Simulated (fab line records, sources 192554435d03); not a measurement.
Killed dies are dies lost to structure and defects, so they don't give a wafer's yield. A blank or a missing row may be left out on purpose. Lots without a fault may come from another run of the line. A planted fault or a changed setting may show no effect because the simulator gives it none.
Split-lot experiment | flow n5_finfet | 7 lots, 21 wafers read, on a route of 1938 steps

THE SPLIT
At N5_SD_EPI_N_PEB_07 (peb time 60 s), the setting peb_temp_c was moved away from the recipe's 110 C on 10 of the 21 wafers read, by -1.2% to +2.8%. The other wafers ran this setting at the recipe's value.

FROM THE SPLIT TO THE READING: what the file shows between them, 1 step
- N5_SD_EPI_N_DEVELOP_08: develop time 30 s (also split here: develop_time_s)

THE READING
cd_nm, in nm, at N5_SD_EPI_N_CD_MEAS_09 (target cd 120 nm). Fault-free wafers of this fab line usually give 120.1 nm, standard deviation 0.73 nm.

wafer  | tool, chamber at the split | peb_temp_c as run, C | against the recipe | cd_nm, nm | against lot-mates on the recipe
L077.2 | litho_track-03, 0          | 111.8                | +1.6%              | 123.5     | +5.0
L077.3 | litho_track-03, 0          | 110                  | recipe             | 118.5     | -
L077.5 | litho_track-03, 0          | 111.8                | +1.6%              | 123.9     | +5.4
L078.2 | litho_track-05, 0          | 110                  | recipe             | 118.9     | -
L078.3 | litho_track-05, 0          | 112.9                | +2.6%              | 127.9     | +8.7
L078.5 | litho_track-05, 0          | 110                  | recipe             | 119.6     | -
L079.3 | litho_track-01, 0          | 110                  | recipe             | 120.2     | -
L079.4 | litho_track-01, 0          | 110                  | recipe             | 120.1     | -
L079.6 | litho_track-01, 0          | 110                  | recipe             | 119.4     | -
L080.2 | litho_track-01, 0          | 110                  | recipe             | 119.1     | -
L080.3 | litho_track-01, 0          | 111                  | +0.9%              | 121.5     | +1.8
L080.4 | litho_track-01, 0          | 110                  | recipe             | 120.4     | -
L086.1 | litho_track-03, 0          | 110                  | recipe             | 120.3     | -
L086.2 | litho_track-03, 0          | 112.8                | +2.5%              | 126.2     | +6.4
L086.3 | litho_track-03, 0          | 110                  | recipe             | 119.3     | -
L090.3 | litho_track-05, 0          | 108.7                | -1.2%              | 115.7     | no lot-mate on the recipe
L090.5 | litho_track-05, 0          | 108.7                | -1.2%              | 115.7     | no lot-mate on the recipe
L090.6 | litho_track-05, 0          | 108.7                | -1.2%              | 114.7     | no lot-mate on the recipe
L091.1 | litho_track-05, 0          | 113.1                | +2.8%              | 127.4     | +6.9
L091.4 | litho_track-05, 0          | 110                  | recipe             | 120.5     | -
L091.6 | litho_track-05, 0          | 113.1                | +2.8%              | 126.9     | +6.4

THE FIT
A straight line over all 21 wafers: cd_nm changes by +2.87 nm for each +1% of peb_temp_c; r = +0.98; the points scatter about the line by 0.7 nm.
The same after taking each lot's own level away (the mean of its wafers on the recipe; 18 wafers): +2.67 nm for each +1%; r = +0.98; scatter 0.72 nm.
On that fit, the largest move of peb_temp_c shifts the reading by 7.5 nm.
The lots' own levels span 118.50 to 120.50 nm, that is 2.7 times the standard deviation above.
So the lot-to-lot level changes the slope little: the two slopes agree.
Check: with one of the wafers moved furthest among these (+2.8%) left out of the fit, the line predicts +7.74 nm for it against its lot-mates. It came out at +6.9 nm against them.

OTHER SPLITS ON THESE WAFERS
These wafers also went through other splits before the reading. Each is held against what the fit with the lots' levels taken away leaves over:
other split on the same wafers        | wafers away from the commonest value | r with cd_nm (lot level and that fit taken away)
N5_FIN_CUT_COAT_19 spin_rpm           | 10                                   | +0.25
N5_DUMMY_GATE_COAT_28 spin_rpm        | 6                                    | -0.06
N5_DUMMY_GATE_EXPOSE_12 dose_mj       | 2                                    | +0.26
N5_SD_EPI_N_DEVELOP_08 develop_time_s | 7                                    | +0.14

THE WHOLE CHAIN: every reading that the file lists as answering this split, in the file's order
step                     | what it does                                                       | reading                                                         | change (the file's fit)              | r (the file's)
N5_SD_EPI_N_CD_MEAS_09   | target cd 120 nm                                                   | cd_nm                                                           | +2.73 nm for each +1% of the setting | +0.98
N5_SD_EPI_N_DESCUM_14    | chemistry O2, time 7.9 s                                           | SD_EPI_N.cd_nm (the simulator's own value, which no gauge read) | +2.78 nm for each +1% of the setting | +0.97
N5_SD_EPI_N_ETCH_34      | etches SiARC in CF4, target depth 45.5 nm, time 75.8 s             | SD_EPI_N.cd_nm (the simulator's own value, which no gauge read) | +2.73 nm for each +1% of the setting | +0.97
N5_SD_EPI_N_SD_RECESS_17 | chemistry HBr/Cl2/O2, target depth 41 nm, time 23.7 s, bt time 3 s | SD_EPI_N.cd_nm (the simulator's own value, which no gauge read) | +2.51 nm for each +1% of the setting | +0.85

THE FILE'S OWN FIT
cd_nm changes by +2.73 nm for each +1% of peb_temp_c, r = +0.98.
